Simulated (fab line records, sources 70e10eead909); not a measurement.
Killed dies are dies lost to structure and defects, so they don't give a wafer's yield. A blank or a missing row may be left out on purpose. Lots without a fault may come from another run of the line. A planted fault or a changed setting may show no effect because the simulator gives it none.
fab line records | flow nand_harc
record lots=6 wafers=18 last_day=26
route steps=1159 shown A_CONTACT@911 END@1159
lots that met no fault: from a run of the same line without faults
start_h: hours from the record's first day to the start of the lot's first wafer shown | wait_h: hours since the lot's step before | " the same as in the row above | L1.1+2: a row that stands for several wafers | - no value, or no start given | * or withheld: withheld | < > ~ a bound
route shown NAME@n: a module of which the file shows steps, and the number in the route of the first | usual: mean/standard deviation of fault-free wafers | same: alike in all rows | chamber/n: place in a boat | sites: the reading at each site | _std_site: their standard deviation | _edge_site: outer sites' mean less inner sites' | radius_mm: how far each site lies from the wafer's centre | mask NAME#n: copy n | behind: the tool/chamber that last shaped the wafer | hold: why the lot was held/for how many hours/how that ended | device: the transistor (n, p or np) that didn't switch | end of line: the same wafers' tests at the end of the route | a step without rows: its recipe alone | killed: dies lost to structure and defects at the first sort, not the wafer's yield | map: a wafer's dies, x killed, . not, _ none there
set.NAME: the setting as run; set.NAME@STEP: as run at that earlier step | model.NAME: the simulator's own value behind a step, which no gauge read
lots at some steps of the route; a table a step, a row a wafer
services: from which hour (start_h, from the record's first day; less than 0 if before it) a tool's chamber was out of use, for how many hours, and why
## steps
# step NHARC_A_CONTACT_ETCH_131
# recipe source_w=withheld pressure_mtorr=20 bias_v=1200 time_s=155 target_depth_a=9560 ar_flow_sccm=withheld c4f8_flow_sccm=withheld o2_flow_sccm=withheld chemistry=C4F8/O2/Ar
# columns lot.wafer tool chamber start_h wait_h rf_hours_counter_h
L588.1 har_cap_etch-01 0 387.98 0.1 58
L588.2 " 1 " " 58
L588.6 " 1 " " -
L594.2 har_cap_etch-01 1 439.52 0.1 67
L594.1 " 0 " " 67
L594.3 " 1 " " -
L598.1 har_cap_etch-03 0 452.53 0.1 101
L598.2 " 1 " " 101
L598.5 " 1 " " -
L601.3 har_cap_etch-01 0 463.64 0.1 -
L601.4 " 1 " " -
L601.5 " 0 " " -
L607.2 har_cap_etch-02 1 494.99 0.1 30
L607.3 " 1 " " -
L607.5 " 0 " " -
L605.1 har_cap_etch-02 1 507.01 0.1 32
L605.4 " 0 " " -
L605.6 " 0 " " -
# step NHARC_A_CONTACT_ETCH_132
# recipe source_w=withheld pressure_mtorr=20 bias_v=1200 time_s=156 target_depth_a=9580 ar_flow_sccm=withheld c4f8_flow_sccm=withheld o2_flow_sccm=withheld chemistry=C4F8/O2/Ar
# step NHARC_A_CONTACT_ETCH_133
# recipe source_w=withheld pressure_mtorr=20 bias_v=400 time_s=195 target_depth_a=8400 ar_flow_sccm=withheld c4f8_flow_sccm=11.5 o2_flow_sccm=7.2 chemistry=C4F8/O2/Ar
# columns lot.wafer tool chamber start_h wait_h rf_hours_counter_h
L588.1 har_cap_etch-01 0 388.27 0.1 58
L588.2 " 1 " " 58
L588.6 " 1 " " -
L594.2 har_cap_etch-01 1 439.80 0.1 67
L594.1 " 0 " " 67
L594.3 " 1 " " -
L598.1 har_cap_etch-03 0 452.82 0.1 101
L598.2 " 1 " " 101
L598.5 " 1 " " -
L601.3 har_cap_etch-01 0 463.97 0.2 -
L601.4 " 1 " " -
L601.5 " 0 " " -
L607.2 har_cap_etch-02 1 495.30 0.1 30
L607.3 " 1 " " -
L607.5 " 0 " " -
L605.1 har_cap_etch-02 1 507.30 0.1 32
L605.4 " 0 " " -
L605.6 " 0 " " -
# step NHARC_A_CONTACT_ETCH_91
# recipe target_depth_a=400 over_etch_frac=0.5 time_s=85.7 ion_energy_ev=120 ch3f_flow_sccm=50 o2_flow_sccm=30 ar_flow_sccm=200 rf_w=500 bias_w=100 chemistry=CH3F/O2
# step NHARC_A_CONTACT_ETCH_97
# recipe target_depth_a=200 over_etch_frac=0.5 time_s=10 ion_energy_ev=250 c4f6_flow_sccm=25 o2_flow_sccm=20 ar_flow_sccm=500 rf_w=600 bias_w=500 chemistry=C4F6/O2
# step NHARC_A_CONTACT_CD_MEAS_80
# usual cd_nm=189.7/0.67
# columns lot.wafer tool chamber start_h wait_h cd_nm
L588.1 cd_sem-03 - 389.38 - 189.4
L588.2 " - " " 189.1
L588.6 " - " " 188.7
L594.1 cd_sem-03 - 440.59 - 189.9
L594.2 " - " " 189.4
L594.3 " - " " 190.3
L598.1 cd_sem-01 - 453.64 - 189.8
L598.2 " - " " 190.5
L598.5 " - " " 189.4
L601.3 cd_sem-02 - 464.68 - 191.3
L601.4 " - " " 190.1
L601.5 " - " " 190.2
L607.2 cd_sem-01 - 496.04 - 189.2
L607.3 " - " " 189.7
L607.5 " - " " 190.0
L605.1 cd_sem-03 - 508.08 - 189.0
L605.4 " - " " 189.6
L605.6 " - " " 189.4
# step NHARC_A_CONTACT_STRIP_103
# recipe n2_flow_sccm=150 h2_flow_sccm=150 ar_flow_sccm=0 bias_w=0 chemistry=N2/H2
# step NHARC_A_CONTACT_STRIP_104
# recipe cf4_flow_sccm=100 chf3_flow_sccm=30 ar_flow_sccm=0 bias_w=0 chemistry=CF4/CHF3
# step NHARC_A_CONTACT_STRIP_105
# recipe o2_flow_sccm=400 cos_flow_sccm=20 ar_flow_sccm=0 bias_w=0 chemistry=O2/COS
# step NHARC_A_CONTACT_ETCH_106
# recipe target_depth_a=600 overetch_a=60 time_s=33 ion_energy_ev=100 cf4_flow_sccm=80 o2_flow_sccm=20 ar_flow_sccm=0 rf_w=300 bias_w=100 chemistry=CF4/O2
# step NHARC_A_CONTACT_STRIP_82
# recipe o2_flow_sccm=500 ar_flow_sccm=0 bias_w=0 chemistry=O2
# step NHARC_A_CONTACT_STRIP_83
# recipe time_s=600 temp_c=30 chemistry=post_etch_residue_remover
# step NHARC_A_CONTACT_DEP_84
# recipe target_thk_a=20000 temp_c=400 material=aC
# usual throttle_valve_pct=35.000/0.0092
# columns lot.wafer tool chamber start_h wait_h throttle_valve_pct
L588.1 acl_dep-03 0 391.76 - 35.003
L588.2 " 0 " " 34.993
L588.6 " 0 " " 35.004
L594.1 acl_dep-03 0 442.54 - 34.987
L594.2 " 0 " " 34.995
L594.3 " 0 " " 34.996
L598.1 acl_dep-03 0 454.93 - 34.987
L598.2 " 0 " " 35.000
L598.5 " 0 " " 35.009
L601.3 acl_dep-01 0 466.03 - 35.001
L601.4 " 0 " " 34.990
L601.5 " 0 " " 34.996
L607.2 acl_dep-02 0 499.15 - 34.995
L607.3 " 0 " " 34.999
L607.5 " 0 " " 35.003
L605.1 acl_dep-01 0 510.96 - 35.006
L605.4 " 0 " " 34.990
L605.6 " 0 " " 35.004
# step NHARC_A_CONTACT_DEP_85
# recipe target_thk_a=500 target_thk_nm=50 temp_c=400 pressure_torr=3.5 flow_sccm=200 rf_w=350 material=SiON
# step NHARC_A_CONTACT_DEHYDRATE_00
# recipe temp_c=150 time_s=120
# step NHARC_A_CONTACT_HMDS_01
# recipe time_s=30
# step NHARC_A_CONTACT_COAT_86
# recipe temp_c=260 time_s=75
# step NHARC_A_CONTACT_COAT_87
# recipe temp_c=225 time_s=65
# step NHARC_A_CONTACT_COAT_02
# recipe spin_rpm=1500 resist_thk_nm=90
# step NHARC_A_CONTACT_SOFTBAKE_03
# recipe temp_c=105 time_s=55
# step NHARC_A_CONTACT_EBR_04
# step NHARC_A_CONTACT_EXPOSE_05
# recipe na=1.35 sigma_outer=0.8 dose_mj=84.24 mask_id=A_CC
# step NHARC_A_CONTACT_PEB_06
# recipe peb_temp_c=100 peb_time_s=65
# step NHARC_A_CONTACT_DEVELOP_07
# recipe develop_time_s=35 dev_temp_c=23
# step NHARC_A_CONTACT_CD_MEAS_08
# recipe target_cd_nm=100 landing_energy_ev=500
# usual cd_nm=100.1/0.71
# columns lot.wafer tool chamber start_h wait_h cd_nm
L588.1 cd_sem-02 0 393.74 - 100.1
L588.2 " 0 " " 101.0
L588.6 " 0 " " 99.9
L594.1 cd_sem-03 0 444.39 - 100.7
L594.2 " 0 " " 100.3
L594.3 " 0 " " 100.4
L598.1 cd_sem-01 0 456.91 - 99.0
L598.2 " 0 " " 101.0
L598.5 " 0 " " 99.8
L601.3 cd_sem-03 0 467.62 - 99.5
L601.4 " 0 " " 101.3
L601.5 " 0 " " 100.0
L607.2 cd_sem-01 0 500.92 - 99.5
L607.3 " 0 " " 99.8
L607.5 " 0 " " 100.4
L605.1 cd_sem-02 0 512.84 - 99.6
L605.4 " 0 " " 100.8
L605.6 " 0 " " 100.5
# step NHARC_A_CONTACT_OVL_MEAS_09
# usual overlay_x_nm=-0.1/0.87 overlay_y_nm=-0.1/0.59
# columns lot.wafer tool chamber start_h wait_h overlay_x_nm overlay_y_nm
L588.1 overlay-02 - 393.84 - -0.5 -0.3
L588.2 " - " " -0.7 -1.5
L588.6 " - " " -0.6 0.1
L594.1 overlay-01 - 444.48 - 0.4 0.2
L594.2 " - " " 0.8 0.0
L594.3 " - " " 0.4 -0.3
L598.1 overlay-02 - 457.00 - -1.3 0.9
L598.2 " - " " -1.4 0.6
L598.5 " - " " -1.5 0.3
L601.3 overlay-01 - 467.71 - 0.3 0.6
L601.4 " - " " 1.1 0.7
L601.5 " - " " 1.0 0.4
L607.2 overlay-02 - 501.01 - 0.9 0.1
L607.3 " - " " 1.1 1.0
L607.5 " - " " 0.9 -0.1
L605.1 overlay-02 - 512.93 - 0.3 0.4
L605.4 " - " " 0.0 0.6
L605.6 " - " " -0.2 0.4
# step NHARC_A_CONTACT_INSPECT_10
# usual raw_defect_count=28/15
# columns lot.wafer tool chamber start_h wait_h raw_defect_count
L588.1 defect_inspect-02 - 393.87 0.0 26
L588.2 " - " " 33
L588.6 " - " " 43
L594.1 defect_inspect-02 - 444.52 0.0 26
L594.2 " - " " 19
L594.3 " - " " 31
L598.1 defect_inspect-01 - 457.04 0.0 52
L598.2 " - " " 42
L598.5 " - " " 43
L601.3 defect_inspect-01 - 467.75 0.0 35
L601.4 " - " " 26
L601.5 " - " " 35
L607.2 defect_inspect-02 - 501.04 0.0 15
L607.3 " - " " 15
L607.5 " - " " 16
L605.1 defect_inspect-02 - 512.96 0.0 59
L605.4 " - " " 61
L605.6 " - " " 67
# step NHARC_A_CONTACT_DESCUM_13
# recipe time_s=3 o2_flow_sccm=200 ar_flow_sccm=0 bias_power_w=0 chemistry=O2
# step NHARC_A_CONTACT_ETCH_88
# recipe target_depth_a=390 over_etch_frac=0.3 time_s=65 ion_energy_ev=80 cf4_flow_sccm=150 ar_flow_sccm=0 rf_w=300 bias_w=100 chemistry=CF4
# step NHARC_A_CONTACT_ETCH_89
# recipe target_depth_a=2600 over_etch_frac=0.3 time_s=475.3 ion_energy_ev=200 n2_flow_sccm=150 h2_flow_sccm=150 ar_flow_sccm=0 rf_w=400 bias_w=150 chemistry=N2/H2
# usual drypump_motor_current_A=5.8/0.42 h2_flow_sccm=149.9/0.46 oes_product_au=1.006/0.012 rf_fwd_power_W=399.4/1.2 rf_vpp_V=431.0/1.9 showerhead_plenum_p_Torr=2.06/0.07 throttle_valve_pct=14.172/0.0089
# same over_etch_frac=0.3
# columns lot.wafer tool chamber start_h wait_h drypump_motor_current_A h2_flow_sccm oes_product_au rf_fwd_power_W rf_hours_counter_h rf_vpp_V showerhead_plenum_p_Torr throttle_valve_pct
L588.2 rie_diel-13 3 - - 6.2 150.0 1.008 398.9 21 433.9 2.12 14.178
L588.1 " 0 " " 5.6 150.0 1.005 399.0 22 430.6 2.04 14.163
L588.6 " 2 " " 6.0 150.6 1.028 400.9 - 426.7 1.93 14.165
L594.3 rie_diel-13 2 - - 6.1 149.6 1.021 399.4 30 426.7 1.93 14.161
L594.2 " 0 " " 5.6 149.4 0.995 398.2 32 430.2 2.03 14.169
L594.1 " 1 " " 5.2 149.9 1.017 399.6 32 431.1 2.07 14.170
L598.1 rie_diel-11 3 - - 6.6 149.3 1.002 398.6 31 431.4 2.07 14.166
L598.2 " 2 " " 5.5 149.8 1.017 397.9 30 433.1 2.21 14.174
L598.5 " 0 " " 5.8 149.5 1.009 399.5 - 429.8 2.05 14.167
L601.3 rie_diel-13 2 - - 6.0 148.9 1.006 400.3 1 428.6 1.92 14.174
L601.4 " 3 " " 6.2 150.2 1.001 400.1 1 433.0 2.11 14.170
L601.5 " 1 " " 5.2 149.9 1.014 399.2 - 431.8 2.07 14.187
L607.3 rie_diel-11 2 - - 5.5 149.9 1.022 398.5 50 435.9 2.20 14.173
L607.2 " 3 " " 6.6 149.8 1.007 397.9 49 431.0 2.07 14.176
L607.5 " 1 " " 5.5 150.3 0.986 397.0 - 432.5 2.11 14.175
L605.4 rie_diel-13 1 - - 5.2 148.9 1.009 398.6 8 431.2 2.07 14.182
L605.1 " 2 " " 6.0 150.6 1.009 400.0 8 427.1 1.92 14.167
L605.6 " 2 " " 6.0 150.6 1.008 400.9 - 426.4 1.92 14.178
# step NHARC_A_CONTACT_ETCH_30
# recipe target_depth_a=605 time_s=30.2 cf4_flow_sccm=100 chf3_flow_sccm=30 ar_flow_sccm=0 rf_w=500 bias_w=200 chemistry=CF4/CHF3
# usual drypump_motor_current_A=5.8/0.41 oes_product_au=0.944/0.024 rf_fwd_power_W=491.7/1.5 rf_vpp_V=371.0/2 showerhead_plenum_p_Torr=1.59/0.053 throttle_valve_pct=16.803/0.0093
# columns lot.wafer tool chamber start_h wait_h drypump_motor_current_A oes_product_au rf_fwd_power_W rf_hours_counter_h rf_vpp_V showerhead_plenum_p_Torr throttle_valve_pct
L588.1 rie_diel-13 2 - - 6.1 0.944 490.6 20 367.8 1.50 16.796
L588.2 " 0 " " 5.6 0.913 491.4 22 371.8 1.57 16.802
L588.6 " 2 " " 6.1 0.940 492.9 - 368.1 1.50 16.806
L594.2 rie_diel-13 3 - - 6.2 0.920 493.0 31 372.6 1.63 16.782
L594.1 " 1 " " 5.2 0.933 489.5 32 371.7 1.59 16.792
L594.3 " 2 " " 6.1 0.936 490.8 30 367.0 1.49 16.799
L598.1 rie_diel-11 0 - - 5.8 0.929 490.9 33 370.8 1.58 16.814
L598.2 " 2 " " 5.5 0.941 492.6 31 375.1 1.69 16.796
L598.5 " 0 " " 5.8 0.932 489.6 - 371.2 1.58 16.793
L601.3 rie_diel-13 2 - - 6.0 0.987 490.2 1 368.6 1.49 16.799
L601.4 " 0 " " 5.6 0.954 488.6 2 369.4 1.57 16.815
L601.5 " 2 " " 6.0 0.990 494.9 - 366.6 1.49 16.796
L607.3 rie_diel-11 1 - - 5.5 0.907 490.4 54 371.9 1.62 16.810
L607.2 " 3 " " 6.6 0.922 491.0 49 369.8 1.59 16.818
L607.5 " 2 " " 5.5 0.934 491.4 - 373.6 1.69 16.829
L605.1 rie_diel-13 0 - - 5.5 0.918 492.3 9 370.3 1.57 16.801
L605.4 " 2 " " 6.0 0.933 488.8 8 368.3 1.49 16.804
L605.6 " 3 " " 6.2 0.940 491.4 - 373.0 1.62 16.802
# step NHARC_A_CONTACT_ETCH_31
# recipe target_depth_a=20000 over_etch_frac=0.3 time_s=520 ion_energy_ev=150 o2_flow_sccm=400 cos_flow_sccm=20 ar_flow_sccm=0 rf_w=500 bias_w=300 chemistry=O2/COS
# step NHARC_A_CONTACT_ETCH_134
# recipe source_w=withheld pressure_mtorr=20 bias_v=withheld time_s=140 target_depth_a=7000 ar_flow_sccm=withheld c4f8_flow_sccm=withheld o2_flow_sccm=withheld chemistry=C4F8/O2/Ar
# step NHARC_A_CONTACT_ETCH_135
# recipe source_w=withheld pressure_mtorr=20 bias_v=3000 time_s=132 target_depth_a=12870 ar_flow_sccm=withheld c4f8_flow_sccm=withheld o2_flow_sccm=withheld chemistry=C4F8/O2/Ar
# columns lot.wafer tool chamber start_h wait_h rf_hours_counter_h
L588.2 har_cap_etch-03 0 395.24 0.2 92
L588.1 " 1 " " 92
L588.6 " 1 " " -
L594.1 har_cap_etch-03 1 445.81 0.2 99
L594.2 " 0 " " 99
L594.3 " 1 " " -
L598.1 har_cap_etch-01 0 458.38 0.2 71
L598.2 " 1 " " 71
L598.5 " 0 " " -
L601.3 har_cap_etch-01 0 469.32 0.1 -
L601.4 " 1 " " -
L601.5 " 0 " " -
L607.2 har_cap_etch-02 1 502.37 0.2 30
L607.3 " 1 " " -
L607.5 " 0 " " -
L605.1 har_cap_etch-02 1 514.24 0.2 32
L605.4 " 1 " " -
L605.6 " 0 " " -
# step NHARC_A_CONTACT_ETCH_136
# recipe source_w=withheld pressure_mtorr=20 bias_v=3000 time_s=132 target_depth_a=12870 ar_flow_sccm=withheld c4f8_flow_sccm=withheld o2_flow_sccm=withheld chemistry=C4F8/O2/Ar
# step NHARC_A_CONTACT_ETCH_137
# recipe source_w=withheld pressure_mtorr=20 bias_v=3000 time_s=132 target_depth_a=12870 ar_flow_sccm=withheld c4f8_flow_sccm=withheld o2_flow_sccm=withheld chemistry=C4F8/O2/Ar
# step NHARC_A_CONTACT_ETCH_138
# recipe source_w=withheld pressure_mtorr=20 bias_v=3000 time_s=132 target_depth_a=12890 ar_flow_sccm=withheld c4f8_flow_sccm=withheld o2_flow_sccm=withheld chemistry=C4F8/O2/Ar
# step NHARC_A_CONTACT_ETCH_139
# recipe source_w=withheld pressure_mtorr=20 bias_v=400 time_s=137 target_depth_a=5900 ar_flow_sccm=withheld c4f8_flow_sccm=11.5 o2_flow_sccm=7.2 chemistry=C4F8/O2/Ar
# step NHARC_A_CONTACT_ETCH_92
# recipe target_depth_a=400 over_etch_frac=0.5 time_s=85.7 ion_energy_ev=120 ch3f_flow_sccm=50 o2_flow_sccm=30 ar_flow_sccm=200 rf_w=500 bias_w=100 chemistry=CH3F/O2
# step NHARC_A_CONTACT_ETCH_98
# recipe target_depth_a=200 over_etch_frac=0.5 time_s=10 ion_energy_ev=250 c4f6_flow_sccm=25 o2_flow_sccm=20 ar_flow_sccm=500 rf_w=600 bias_w=500 chemistry=C4F6/O2
# step NHARC_A_CONTACT_CD_MEAS_15
# usual cd_nm=89.9/0.67
# columns lot.wafer tool chamber start_h wait_h cd_nm
L588.1 cd_sem-02 - 396.35 - 90.2
L588.2 " - " " 89.0
L588.6 " - " " 89.7
L594.1 cd_sem-02 - 446.96 - 90.1
L594.2 " - " " 89.8
L594.3 " - " " 90.2
L598.1 cd_sem-02 - 459.58 - 91.1
L598.2 " - " " 90.6
L598.5 " - " " 90.3
L601.3 cd_sem-02 - 470.40 - 89.2
L601.4 " - " " 90.6
L601.5 " - " " 89.0
L607.2 cd_sem-01 - 503.50 - 90.9
L607.3 " - " " 89.8
L607.5 " - " " 89.1
L605.1 cd_sem-03 - 515.32 - 91.7
L605.4 " - " " 91.0
L605.6 " - " " 90.4
# step NHARC_A_CONTACT_STRIP_107
# recipe n2_flow_sccm=150 h2_flow_sccm=150 ar_flow_sccm=0 bias_w=0 chemistry=N2/H2
# step NHARC_END_SORT_01
# recipe temp_c=25
# usual killed_at_array=27/12 killed_at_other=0.9/1.1 killed_at_periphery=3.2/2.4 killed_dies=31/12 killed_open=3.3/1.7 killed_short=2.0/1.6
# same gross_dies=677
# columns lot.wafer tool chamber start_h wait_h killed_at_array killed_at_other killed_at_periphery killed_dies killed_open killed_short
L594.1 prober-01 0 563.68 2.5 83 1 8 92 1 2
L594.2 prober-01 0 564.47 2.8 116 0 2 118 4 4
L594.3 prober-01 0 565.27 3.1 101 1 3 105 2 2
L598.1 prober-02 0 579.01 2.5 110 0 5 115 4 1
L598.2 prober-02 0 579.82 2.8 119 0 5 124 1 3
L598.5 prober-02 0 582.25 3.7 100 0 1 101 5 0
# killed by level:class
L594.1 A_CONTACT:area_dep=56 A_SLIT:chamber_film_flake=10 P_M1:chamber_film_flake=4 A_CHANNEL_HOLE_D1:chamber_film_flake=4 A_WL_FILL:chamber_film_flake=4 P_STI:chamber_film_flake=3 A_BONDPAD:chamber_film_flake=3 A_STAIRCASE:chamber_film_flake=2
L594.2 A_CONTACT:area_dep=87 A_SLIT:chamber_film_flake=12 A_CONTACT:chamber_film_flake=4 A_WL_FILL:geometric_particle:short=2 A_CONTACT:geometric_particle:open=2 A_M0:geometric_particle:short=2 A_WL_FILL:chamber_film_flake=2 A_BONDPAD:chamber_film_flake=2
L594.3 A_CONTACT:area_dep=71 A_SLIT:chamber_film_flake=15 A_CONTACT:chamber_film_flake=4 P_M1:chamber_film_flake=3 A_ZERO_WELL:chamber_film_flake=2 A_CHANNEL_HOLE_D1:chamber_film_flake=2 A_STAIRCASE:chamber_film_flake=2 A_CHANNEL_FILL_D1:geometric_particle:short=1
L598.1 A_CONTACT:area_dep=64 A_CHANNEL_HOLE_D1:chamber_film_flake=20 A_SLIT:chamber_film_flake=15 A_STAIRCASE:chamber_film_flake=4 A_CHANNEL_FILL_D1:chamber_film_flake=2 A_CONTACT:chamber_film_flake=2 P_CONTACT:geometric_particle:open=1 P_M0:geometric_particle:open=1
L598.2 A_CONTACT:area_dep=79 A_CHANNEL_HOLE_D1:chamber_film_flake=19 A_SLIT:chamber_film_flake=10 A_STAIRCASE:chamber_film_flake=6 P_GATE:chamber_film_flake=3 A_ONON_D1:geometric_particle:short=2 P_M1:geometric_particle:open=1 A_CHANNEL_FILL_D1:geometric_particle:short=1
L598.5 A_CONTACT:area_dep=62 A_CHANNEL_HOLE_D1:chamber_film_flake=20 A_SLIT:chamber_film_flake=10 A_STAIRCASE:chamber_film_flake=4 A_CONTACT:geometric_particle:open=3 P_M1:geometric_particle:open=1 A_M0:geometric_particle:open=1
# map L594.2 (x killed, . not)
____________x____________
_________xx.xxxx_________
_______x.x..xx.xxx_______
______..x.xx..x.xxx______
_____xxx..x...x.x.xx_____
____.x..x......x....x____
____xx.x........xx.xx____
___xx.x...x.......xx..___
___xxx...............x___
__x..x..x...x...xx..x.x__
__xx...................__
_xx.......xx......x...xx_
_.xx.x.......x..x......._
_xx....................._
_.x.x..............x...._
_.xx...................._
.........................
x........................
x.x.......x..............
xx.....x..........x......
..x.x....................
_..x...................._
_....x.................._
_.x.....xx.............x_
_.x.x.xx.x....x........._
_x...xx................._
__...x..x..............__
__.x...xx..............__
___..x...x..........xx___
___.x..x..............___
____...x.............____
____..x..............____
_____..........x...._____
______.............______
_______..........._______
_________......._________
____________.____________
# map L598.2 (x killed, . not)
____________x____________
_________x......_________
_______...x.x....._______
______..xxxxx......______
_____.xx.xx...x....._____
____.....x.x.x.......____
____.x....x.x.......x____
___.......xx.x...x..xx___
___.....xxxx.x..x..x..___
__..............x...x..__
__..xxx........x...x..x__
_.....x...xx.........x.._
_....x...x..xx...x......_
_...........xx.....xx.x._
_......x..x....x...x...._
_...........x....x...x.._
........x..x.x.x..x......
.........x..x..xx.x....x.
.....x...x......x.....x..
............x............
....x...xx.....x.x.x.....
_.......xx.xx..x........_
_..........x......xx...._
_....x...xx.....x.xxxx.._
_.....xxx..x.x...x......_
_.....xx..x............._
__...x.................__
__.x......x......x.....__
___..x.x..............___
___.....xx............___
____...x.............____
____...............x.____
_____..............._____
______.....x.......______
_______xx........._______
_________.x....._________
____________.____________
## services
# columns tool chamber start_h hours kind
rie_diel-11 - 366.67 9.0 pm
rie_diel-13 0 383.04 - clean
rie_diel-13 1 383.04 - clean
rie_diel-13 2 383.04 - clean
rie_diel-13 3 383.04 - clean
acl_dep-03 - 406.25 13.0 pm
rie_diel-13 0 407.59 - clean
rie_diel-13 1 407.59 - clean
rie_diel-13 2 407.59 - clean
rie_diel-13 3 407.59 - clean
har_cap_etch-01 - 411.28 0.1 repair
rie_diel-13 0 432.09 - clean
rie_diel-13 1 432.09 - clean
rie_diel-13 2 432.09 - clean
rie_diel-13 3 432.09 - clean
rie_diel-13 - 453.00 9.0 pm
rie_diel-13 0 453.00 9.0 vent_cycle
rie_diel-13 1 453.00 9.0 vent_cycle
rie_diel-13 2 453.00 9.0 vent_cycle
rie_diel-13 3 453.00 9.0 vent_cycle
rie_diel-13 0 462.00 - clean
rie_diel-13 1 462.00 - clean
rie_diel-13 2 462.00 - clean
acl_dep-01 - 475.99 13.0 pm
## key
first_sign step=NHARC_END_SORT_01 reading=killed_dies direction=up sigmas=6.7 usual=31 struck=109
effect step=NHARC_END_SORT_01 reading=killed_at_array direction=up sigmas=6.7 usual=27 struck=105
more_kills_born_at NHARC_A_CONTACT_DEP_84@acl_dep-03=419
met_at NHARC_A_CONTACT_DEP_84
struck_wafers L594.1,L594.2,L594.3,L598.1,L598.2,L598.5
tester_left_out L594,L598
onset_between 391.76 442.54
fault kind=process_parameter_drift tool=acl_dep-03 chamber=- onset_h=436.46 steps=NHARC_A_CONTACT_DEP_84 channel=target_thk_a offset=* shape=step end_h=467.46 acts_in=* stated=*
# tester_left_out: of these lots the tester's yield and bins aren't shown, on N5 and GAA mostly nor the transistor test; their killed dies are dies lost to structure and defects alone, not to doping, threshold or leakage, so they don't give the yield
